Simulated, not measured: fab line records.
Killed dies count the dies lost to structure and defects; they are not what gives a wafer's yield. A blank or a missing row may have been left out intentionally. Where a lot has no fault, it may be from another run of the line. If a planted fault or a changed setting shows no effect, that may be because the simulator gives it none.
The tool behind it: which one?    flow n5 finfet    22 lots with 66 wafers sampled at 2 steps, on a route of 1938 steps

## WHAT THE GAUGES READ, wafer by wafer
N5_BEOL_M12_THK_MEAS_01.
lot   measured      on             M12_ILD_THK (nm)
L075  day 11 10:03  film metro-02  655 653 669
L074  day 11 11:46  film metro-01  672 661 663
L078  day 12 03:35  film metro-01  659 650 657
L076  day 12 05:31  film metro-01  648 664 655
L079  day 12 09:25  film metro-01  662 658 669
L077  day 12 10:59  film metro-01  655 659 660
L081  day 12 13:08  film metro-01  655 678 660
L080  day 12 17:28  film metro-02  650 656 662
L082  day 13 07:49  film metro-02  658 652 669
L083  day 13 08:00  film metro-01  666 656 680
L085  day 13 11:07  film metro-01  666 662 660
L084  day 13 14:40  film metro-01  637 645 658
L087  day 14 02:28  film metro-02  659 665 661
L086  day 14 09:56  film metro-01  647 653 668
L090  day 15 01:02  film metro-02  670 649 655
L093  day 15 11:19  film metro-01  648 653 664
L092  day 15 14:41  film metro-01  664 650 667
L089  day 15 17:13  film metro-02  646 663 662
L094  day 15 16:40  film metro-02  650 660 663
L091  day 15 16:59  film metro-01  648 662 651
L095  day 16 12:47  film metro-02  666 664 675
L096  day 16 13:06  film metro-02  662 666 673

## WHAT TOOL EACH LOT RAN ON (gives the tool, then ch and the chambers of the sampled wafers, and finally the start)
lot   N5_BEOL_M11_PRE_CLEAN_45
L075  pvd sputter-02, day 11 08:04
L074  pvd sputter-01, day 11 09:19
L078  pvd sputter-03, day 12 01:23
L076  pvd sputter-03, day 12 03:34
L079  pvd sputter-02, day 12 06:18
L077  pvd sputter-01, day 12 09:08
L081  pvd sputter-01, day 12 09:47
L080  pvd sputter-01, day 12 15:38
L082  pvd sputter-01, day 13 05:26
L083  pvd sputter-01, day 13 05:40
L085  pvd sputter-03, day 13 09:23
L084  pvd sputter-03, day 13 12:58
L087  pvd sputter-01, day 14 00:01
L086  pvd sputter-01, day 14 07:22
L090  pvd sputter-01, day 14 22:58
L093  pvd sputter-01, day 15 08:55
L092  pvd sputter-03, day 15 12:09
L089  pvd sputter-01, day 15 13:47
L094  pvd sputter-02, day 15 13:49
L091  pvd sputter-01, day 15 13:52
L095  pvd sputter-03, day 16 10:41
L096  pvd sputter-02, day 16 11:22
- N5_BEOL_M11_PRE_CLEAN_45: time 30 s.

## AS READ BY THE TOOLS THEMSELVES (means over the sampled wafers that have a number; for cases with no such wafer, the mark the record gives instead)
N5_BEOL_M11_PRE_CLEAN_45.
lot   tool            heater power w (W)
L075  pvd sputter-02  319
L074  pvd sputter-01  301
L078  pvd sputter-03  328
L076  pvd sputter-03  318
L079  pvd sputter-02  306
L077  pvd sputter-01  346
L081  pvd sputter-01  316
L080  pvd sputter-01  301
L082  pvd sputter-01  335
L083  pvd sputter-01  311
L085  pvd sputter-03  343
L084  pvd sputter-03  342
L087  pvd sputter-01  342
L086  pvd sputter-01  333
L090  pvd sputter-01  335
L093  pvd sputter-01  307
L092  pvd sputter-03  344
L089  pvd sputter-01  315
L094  pvd sputter-02  308
L091  pvd sputter-01  303
L095  pvd sputter-03  330
L096  pvd sputter-02  303

## THE ANSWER, worked out from the rows above alone
Rule: the usual values come from the lots themselves. The widest of any qualifying gaps counts: lots, ordered by their means at a reading, are off when they make up no more than a third of the lots, leave a main group of 4 or more, and stand apart from it by 3 or more times the standard deviation of that group's means. Not used: any main group whose means are identical at the precision the tables above print for the reading. Also off: a lot with no number at a reading for which 4 or more lots have one. The other lots that the step has rows for count as sound. Order of review: gauges by route order, followed by the tools' own readings, for which a lot's mean as printed above is used. The first step at which some lot is off is used, and at that step the reading that is off furthest; a lot without a number counts as furthest.
None of the lots is off at any reading shown; this tells nothing.

## WHAT HAD BEEN PUT IN BY THE SIMULATOR
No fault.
